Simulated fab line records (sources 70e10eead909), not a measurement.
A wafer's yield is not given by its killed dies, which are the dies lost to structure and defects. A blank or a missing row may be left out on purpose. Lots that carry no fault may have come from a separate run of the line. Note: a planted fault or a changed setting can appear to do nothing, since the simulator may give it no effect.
8D (eight disciplines) problem report, filled in by code | flow nand-harc | the parts of the form that need people (team, actions taken, sign-off) are left out

1. THE ISSUE
Wafers without a fault read 48.8 s, standard deviation 0.41; run-length-s at NHARC_A_CONTACT_ETCH_110 reads a mean of 46.1 s on 9 wafers belonging to 3 lots. That is -6.5 standard deviations from the usual mean.
The step: etches the open film in CF4/O2, target depth 50 nm, overetch 5 nm, time 27.5 s.
Earliest sighting: wafer L291.4 on rie-diel-05 at day 21 11:49. The record has a number at this step for 45 wafers belonging to 15 lots. By rule, "out" or "out of limits" means more than 4 standard deviations away from the usual mean. All remaining wafers that have a number are taken as sound.

2. WHAT IT IS, WHAT IT ISN'T
question                    | is                     | is not
which readings at this step | run-length-s           | drypump-motor-current-A, oes-product-au, rf-vpp-V, showerhead-plenum-p-Torr, throttle-valve-pct
which lots                  | L290, L291, L294       | L279, L280, L281, L282, L283, L284, L295, L298, L299, L300, L301, L302
which wafers of those lots  | all that have a number | -
read on which tools         | rie-diel-05            | rie-diel-01, rie-diel-13
when                        | from day 21 11:49      | up to then (18 sound wafers); but 18 sound wafers of L295, L298, L299, L300, L301, L302 came after

3. SUSPECTS, AND WHAT RULES EACH OUT
Counting: a tool at a process step up to the reading stays a suspect if it ran every lot that is out and no sound lot after the first of them.
- rie-diel-05 at NHARC_A_CONTACT_ETCH_110 (etches the open film in CF4/O2, target depth 50 nm, overetch 5 nm, time 27.5 s): kept. Every lot that is out went through it, starting with L291 (day 21 11:49), and after that it ran no sound lot; the last sound lot it ran before then is L284 (day 17 23:43). Its own readings are out on those wafers: run-length-s.
Remaining after the count: rie-diel-05 at NHARC_A_CONTACT_ETCH_110.

4. THE CAUSE (what the simulator had put in)
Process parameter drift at NHARC_A_CONTACT_ETCH_110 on rie-diel-05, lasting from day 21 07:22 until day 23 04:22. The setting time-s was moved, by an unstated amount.
After counting, this tool was the only one left.

5. THE CHAIN OF EFFECTS, in route order
Each row: a reading whose mean over the struck wafers that have a number lies more than 3 standard deviations from the usual. Scope: only readings with a usual standard deviation given in the record; hours: median across lots of the time from each lot's start at the first step in this table that gives one to its start at this step; sigmas: change in usual standard deviations.
hours | step                     | reading      | usual  | on struck wafers | change | sigmas
0     | NHARC_A_CONTACT_ETCH_110 | run-length-s | 48.8 s | 46.1             | -2.7   | -6.5
It contains these process steps:
- NHARC_A_CONTACT_ETCH_110: etches the open film in CF4/O2, target depth 50 nm, overetch 5 nm, time 27.5 s.

6. HOW IT WOULD HAVE BEEN CAUGHT EARLIER
First out-of-limits reading in this record: day 21 11:49, which is 4 hours after fault onset at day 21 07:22.
